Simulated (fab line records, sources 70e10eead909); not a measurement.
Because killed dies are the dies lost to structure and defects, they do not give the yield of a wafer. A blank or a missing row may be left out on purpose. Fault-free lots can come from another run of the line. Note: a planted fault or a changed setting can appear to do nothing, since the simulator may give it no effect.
Which tool is to blame?	flow nand harc	Sampling: 13 lots, 39 wafers, 4 of 1302 route steps

WHAT THE GAUGES SHOWED, per wafer
NHARC_A_CONTACT_INSPECT_23.
lot	measured	on	raw defect count
L654	day 21 15:54	defect inspect-01	407 473 425
L655	day 21 22:24	defect inspect-02	355 405 594
L656	day 22 14:08	defect inspect-02	413 494 426
L657	day 23 19:16	defect inspect-01	418 409 432
L660	day 24 00:04	defect inspect-02	564 437 543
L659	day 24 00:25	defect inspect-01	575 596 551
L662	day 25 07:25	defect inspect-01	657 517 762
L672	day 28 19:17	defect inspect-01	454 448 564
L674	day 30 00:07	defect inspect-01	676 574 492
L673	day 30 01:40	defect inspect-01	593 547 450
L676	day 30 13:27	defect inspect-02	644 379 513
L675	day 30 18:16	defect inspect-01	509 587 659
L677	day 31 00:04	defect inspect-02	605 560 403

NHARC_A_BLC_INSPECT_28.
lot	measured	on	raw defect count
L654	day 21 19:32	defect inspect-02	509 714 404
L655	day 22 02:16	defect inspect-02	346 405 489
L656	day 22 17:47	defect inspect-02	703 557 488
L657	day 23 23:03	defect inspect-01	664 518 444
L660	day 24 03:43	defect inspect-02	373 523 493
L659	day 24 04:05	defect inspect-02	473 786 454
L662	day 25 11:04	defect inspect-01	395 453 421
L672	day 28 22:46	defect inspect-02	571 535 593
L674	day 30 03:44	defect inspect-02	847 660 527
L673	day 30 05:10	defect inspect-01	584 477 819
L676	day 30 17:29	defect inspect-01	509 493 427
L675	day 30 21:46	defect inspect-01	375 447 561
L677	day 31 03:44	defect inspect-01	554 502 450

EACH LOT AND THE TOOL THAT RAN IT (in order: tool; ch and the chambers of the sampled wafers; start)
lot	NHARC_A_BLC_ETCH_18	NHARC_A_BLC_CMP_25
L654	rie diel-09 ch 1,2,3, day 21 19:09 or earlier	cmp-02 ch 0,2, day 21 19:09
L655	rie diel-12 ch 2,3, day 22 01:55 or earlier	cmp-01 ch 0,1,3, day 22 01:55
L656	rie diel-12 ch 0,3, day 22 17:24 or earlier	cmp-01 ch 0,1,3, day 22 17:24
L657	rie diel-09 ch 0,1, day 23 22:41 or earlier	cmp-02 ch 0,1,3, day 23 22:41
L660	rie diel-09 ch 0,1,2, day 24 03:21 or earlier	cmp-04 ch 1,2, day 24 03:21
L659	rie diel-08 ch 1,3, day 24 03:41 or earlier	cmp-04 ch 1,2,3, day 24 03:41
L662	rie diel-12 ch 0,1,2, day 25 10:41 or earlier	cmp-04 ch 0,1,3, day 25 10:41
L672	rie diel-12 ch 0,1,2, day 28 22:25 or earlier	cmp-04 ch 0,1,2, day 28 22:25
L674	rie diel-09 ch 0,2,3, day 30 03:25 or earlier	cmp-01 ch 1,2,3, day 30 03:25
L673	rie diel-09 ch 0,1,2, day 30 04:47 or earlier	cmp-04 ch 0,1,2, day 30 04:47
L676	rie diel-09 ch 0,1,2, day 30 17:04 or earlier	cmp-04 ch 0,1,3, day 30 17:04
L675	rie diel-12 ch 0,2, day 30 21:23 or earlier	cmp-04 ch 0,2, day 30 21:23
L677	rie diel-09 ch 0,1,3, day 31 03:21 or earlier	cmp-04 ch 1,2,3, day 31 03:21
- NHARC_A_BLC_ETCH_18: etches the open film in C4F8/O2/Ar, target depth 910 nm.
- NHARC_A_BLC_CMP_25: polishes, t overpolish 30 s, target thk 150 nm.

AS READ BY THE TOOLS THEMSELVES (means over the sampled wafers that have a number; for cases with no such wafer, the mark the record gives instead)
NHARC_A_BLC_ETCH_18.
lot	tool	bias w (W)	oes product au (a.u.)	rf vpp V (V)
L654	rie diel-09	1495	0.949	982
L655	rie diel-12	1499	0.924	987
L656	rie diel-12	1507	0.968	982
L657	rie diel-09	1495	0.947	983
L660	rie diel-09	1501	0.956	983
L659	rie diel-08	1498	0.972	973
L662	rie diel-12	1505	0.918	982
L672	rie diel-12	1500	0.962	981
L674	rie diel-09	1503	0.966	981
L673	rie diel-09	1500	0.971	984
L676	rie diel-09	1504	0.945	982
L675	rie diel-12	1502	0.924	978
L677	rie diel-09	1501	0.962	980

NHARC_A_BLC_CMP_25.
lot	tool	motor current A (A)	overpolish run s (s)	slurry filter dp kPa (kPa)	time to endpoint s (s)
L654	cmp-02	12.1	30.003	13.37	31
L655	cmp-01	12.3	29.993	13.48	32
L656	cmp-01	11.8	30.002	13.42	32
L657	cmp-02	11.4	29.997	13.38	31
L660	cmp-04	11.4	29.995	13.46	31
L659	cmp-04	12.4	30.002	13.58	24
L662	cmp-04	13.2	29.992	13.47	23
L672	cmp-04	11.3	30.005	13.61	31
L674	cmp-01	12.3	30.009	13.60	31
L673	cmp-04	11.1	30.000	13.61	28
L676	cmp-04	12.9	29.995	13.53	26
L675	cmp-04	10.6	30.002	13.53	28
L677	cmp-04	12.0	29.993	13.65	27

THE ANSWER, worked out from the rows above alone
Rule: usual is defined by the lots themselves. The widest of any qualifying gaps counts: lots, ordered by their means at a reading, are off when they make up no more than a third of the lots, leave a main group of 4 or more, and stand apart from it by 3 or more times the standard deviation of that group's means. If all means in a main group match to the digits the tables above print for the reading, that group is not used. Also off: a lot with no number at a reading for which 4 or more lots have one. All remaining lots with rows at the step are treated as sound. The gauges are gone through in route order, then the tools' own readings, and for those a lot's mean is taken as printed above. The first step at which some lot is off is used, and at that step the reading that is off furthest; a lot without a number counts as furthest.
No lot is off at any reading shown: from this, nothing can be told.

WHAT THE SIMULATOR PUT IN
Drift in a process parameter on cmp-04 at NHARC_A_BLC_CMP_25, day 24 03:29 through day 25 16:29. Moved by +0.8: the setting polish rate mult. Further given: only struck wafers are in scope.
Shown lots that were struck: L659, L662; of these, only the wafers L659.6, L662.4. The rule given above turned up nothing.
